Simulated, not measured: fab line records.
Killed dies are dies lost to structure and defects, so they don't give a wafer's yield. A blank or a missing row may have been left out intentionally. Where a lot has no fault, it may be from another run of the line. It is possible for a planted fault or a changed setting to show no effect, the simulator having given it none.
Split-lot experiment :: flow n5_finfet :: 7 lots, 21 wafers read, on a route of 1938 steps

== THE SPLIT ==
At N5_BEOL_M3_COAT_22 (resist thk 30 nm), the setting spin_rpm was moved away from the recipe's 1500 rpm on 4 of the 21 wafers read, by -8.6% to +8.0%. The other wafers ran this setting at the recipe's value.

== FROM THE SPLIT TO THE READING: what the file shows between them, 4 steps ==
- N5_BEOL_M3_EBR_24
- N5_BEOL_M3_SOFTBAKE_23: time 60 s
- N5_BEOL_M3_EXPOSE_25: exposes mask V2, defocus 5 nm
- N5_BEOL_M3_PEB_26: peb time 60 s

== THE READING ==
CAR-EUV_of_BEOL_M3_COAT_22.thk_nm (the simulator's own value, which no gauge read), in nm, at N5_BEOL_M3_DEVELOP_27 (develop time 30 s). No usual value for it is given in the file. Average 29.5 nm, standard deviation 0.091 nm, over the 17 wafers here run with the recipe.

wafer: L074.1
tool, chamber at the split: litho_track-04, 0
spin_rpm as run, rpm: 1500
against the recipe: recipe
CAR-EUV_of_BEOL_M3_COAT_22.thk_nm, nm: 29.4
against lot-mates on the recipe: -

wafer: L074.3
tool, chamber at the split: litho_track-04, 0
spin_rpm as run, rpm: 1500
against the recipe: recipe
CAR-EUV_of_BEOL_M3_COAT_22.thk_nm, nm: 29.6
against lot-mates on the recipe: -

wafer: L074.5
tool, chamber at the split: litho_track-04, 0
spin_rpm as run, rpm: 1371
against the recipe: -8.6%
CAR-EUV_of_BEOL_M3_COAT_22.thk_nm, nm: 30.8
against lot-mates on the recipe: +1.3

wafer: L076.1
tool, chamber at the split: litho_track-03, 0
spin_rpm as run, rpm: 1500
against the recipe: recipe
CAR-EUV_of_BEOL_M3_COAT_22.thk_nm, nm: 29.4
against lot-mates on the recipe: -

wafer: L076.4
tool, chamber at the split: litho_track-03, 0
spin_rpm as run, rpm: 1500
against the recipe: recipe
CAR-EUV_of_BEOL_M3_COAT_22.thk_nm, nm: 29.6
against lot-mates on the recipe: -

wafer: L076.5
tool, chamber at the split: litho_track-03, 0
spin_rpm as run, rpm: 1500
against the recipe: recipe
CAR-EUV_of_BEOL_M3_COAT_22.thk_nm, nm: 29.6
against lot-mates on the recipe: -

wafer: L077.1
tool, chamber at the split: litho_track-03, 0
spin_rpm as run, rpm: 1500
against the recipe: recipe
CAR-EUV_of_BEOL_M3_COAT_22.thk_nm, nm: 29.6
against lot-mates on the recipe: -

wafer: L077.4
tool, chamber at the split: litho_track-03, 0
spin_rpm as run, rpm: 1500
against the recipe: recipe
CAR-EUV_of_BEOL_M3_COAT_22.thk_nm, nm: 29.6
against lot-mates on the recipe: -

wafer: L077.5
tool, chamber at the split: litho_track-03, 0
spin_rpm as run, rpm: 1500
against the recipe: recipe
CAR-EUV_of_BEOL_M3_COAT_22.thk_nm, nm: 29.6
against lot-mates on the recipe: -

wafer: L080.1
tool, chamber at the split: litho_track-05, 0
spin_rpm as run, rpm: 1500
against the recipe: recipe
CAR-EUV_of_BEOL_M3_COAT_22.thk_nm, nm: 29.6
against lot-mates on the recipe: -

wafer: L080.6
tool, chamber at the split: litho_track-05, 0
spin_rpm as run, rpm: 1500
against the recipe: recipe
CAR-EUV_of_BEOL_M3_COAT_22.thk_nm, nm: 29.6
against lot-mates on the recipe: -

wafer: L080.2
tool, chamber at the split: litho_track-05, 0
spin_rpm as run, rpm: 1500
against the recipe: recipe
CAR-EUV_of_BEOL_M3_COAT_22.thk_nm, nm: 29.4
against lot-mates on the recipe: -

wafer: L082.1
tool, chamber at the split: litho_track-05, 0
spin_rpm as run, rpm: 1500
against the recipe: recipe
CAR-EUV_of_BEOL_M3_COAT_22.thk_nm, nm: 29.4
against lot-mates on the recipe: -

wafer: L082.4
tool, chamber at the split: litho_track-05, 0
spin_rpm as run, rpm: 1500
against the recipe: recipe
CAR-EUV_of_BEOL_M3_COAT_22.thk_nm, nm: 29.6
against lot-mates on the recipe: -

wafer: L082.6
tool, chamber at the split: litho_track-05, 0
spin_rpm as run, rpm: 1500
against the recipe: recipe
CAR-EUV_of_BEOL_M3_COAT_22.thk_nm, nm: 29.6
against lot-mates on the recipe: -

wafer: L083.4
tool, chamber at the split: litho_track-05, 0
spin_rpm as run, rpm: 1620
against the recipe: +8.0%
CAR-EUV_of_BEOL_M3_COAT_22.thk_nm, nm: 28.2
against lot-mates on the recipe: -1.2

wafer: L083.5
tool, chamber at the split: litho_track-05, 0
spin_rpm as run, rpm: 1620
against the recipe: +8.0%
CAR-EUV_of_BEOL_M3_COAT_22.thk_nm, nm: 28.4
against lot-mates on the recipe: -1.0

wafer: L083.6
tool, chamber at the split: litho_track-05, 0
spin_rpm as run, rpm: 1500
against the recipe: recipe
CAR-EUV_of_BEOL_M3_COAT_22.thk_nm, nm: 29.4
against lot-mates on the recipe: -

wafer: L086.3
tool, chamber at the split: litho_track-03, 0
spin_rpm as run, rpm: 1500
against the recipe: recipe
CAR-EUV_of_BEOL_M3_COAT_22.thk_nm, nm: 29.6
against lot-mates on the recipe: -

wafer: L086.4
tool, chamber at the split: litho_track-03, 0
spin_rpm as run, rpm: 1500
against the recipe: recipe
CAR-EUV_of_BEOL_M3_COAT_22.thk_nm, nm: 29.6
against lot-mates on the recipe: -

wafer: L086.5
tool, chamber at the split: litho_track-03, 0
spin_rpm as run, rpm: 1607
against the recipe: +7.1%
CAR-EUV_of_BEOL_M3_COAT_22.thk_nm, nm: 28.6
against lot-mates on the recipe: -1.0

THE FIT
A straight line over all 21 wafers: CAR-EUV_of_BEOL_M3_COAT_22.thk_nm changes by -0.148 nm for each +1% of spin_rpm; r = -0.98; the points scatter about the line by 0.098 nm.
The same after taking each lot's own level away (the mean of its wafers on the recipe; 21 wafers): -0.143 nm for each +1%; r = -0.99; scatter 0.082 nm.
Per that fit: largest spin_rpm move, reading shift of 1.2 nm.
The span of the lots' own levels, 29.40 to 29.60 nm, comes to 2.2 times the standard deviation stated above.
The two slopes agree, so the slope changes little with the lot-to-lot level.
Check: +1.19 nm against its lot-mates is what the line predicts for one of the wafers moved furthest among these (-8.6%) when that wafer is left out of the fit. It came out at +1.3 nm against them.

== OTHER SPLITS ON THESE WAFERS ==
These wafers also went through other splits before the reading. Each is held against what the fit with the lots' levels taken away leaves over:
other split on the same wafers: N5_HKMG_FIN_EXPOSE_46 dose_mj
wafers away from the commonest value: 7
r with CAR-EUV_of_BEOL_M3_COAT_22.thk_nm (lot level and that fit taken away): +0.17

other split on the same wafers: N5_MOL_CONTACT_COAG_VIA_ETCH_46 bias_w
wafers away from the commonest value: 6
r with CAR-EUV_of_BEOL_M3_COAT_22.thk_nm (lot level and that fit taken away): +0.14

other split on the same wafers: N5_BEOL_M0_CUTY_ETCH_63 time_s
wafers away from the commonest value: 3
r with CAR-EUV_of_BEOL_M3_COAT_22.thk_nm (lot level and that fit taken away): +0.08

other split on the same wafers: N5_BEOL_M0_ETCH_138 bias_w
wafers away from the commonest value: 4
r with CAR-EUV_of_BEOL_M3_COAT_22.thk_nm (lot level and that fit taken away): -0.10

other split on the same wafers: N5_BEOL_M1_COAT_67 spin_rpm
wafers away from the commonest value: 6
r with CAR-EUV_of_BEOL_M3_COAT_22.thk_nm (lot level and that fit taken away): -0.19

other split on the same wafers: N5_BEOL_M1_COAT_76 temp_c
wafers away from the commonest value: 8
r with CAR-EUV_of_BEOL_M3_COAT_22.thk_nm (lot level and that fit taken away): +0.43

other split on the same wafers: N5_BEOL_M2_COAT_67 spin_rpm
wafers away from the commonest value: 6
r with CAR-EUV_of_BEOL_M3_COAT_22.thk_nm (lot level and that fit taken away): -0.02

other split on the same wafers: N5_BEOL_M2_COAT_76 temp_c
wafers away from the commonest value: 3
r with CAR-EUV_of_BEOL_M3_COAT_22.thk_nm (lot level and that fit taken away): +0.09

other split on the same wafers: N5_BEOL_M3_ETCH_64 time_s
wafers away from the commonest value: 8
r with CAR-EUV_of_BEOL_M3_COAT_22.thk_nm (lot level and that fit taken away): +0.11

== THE WHOLE CHAIN: every reading that the file lists as answering this split, in the file's order ==
step: N5_BEOL_M3_COAT_22
what it does: resist thk 30 nm
reading: CAR-EUV_of_BEOL_M3_COAT_22.thk_nm (the simulator's own value, which no gauge read)
change (the file's fit): -0.148 nm for each +1% of the setting
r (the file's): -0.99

step: N5_BEOL_M3_DEVELOP_27
what it does: develop time 30 s
reading: CAR-EUV_of_BEOL_M3_COAT_22.thk_nm (the simulator's own value, which no gauge read)
change (the file's fit): -0.144 nm for each +1% of the setting
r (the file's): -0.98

== FILE'S OWN FIT ==
CAR-EUV_of_BEOL_M3_COAT_22.thk_nm changes by -0.144 nm for each +1% of spin_rpm, r = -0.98.
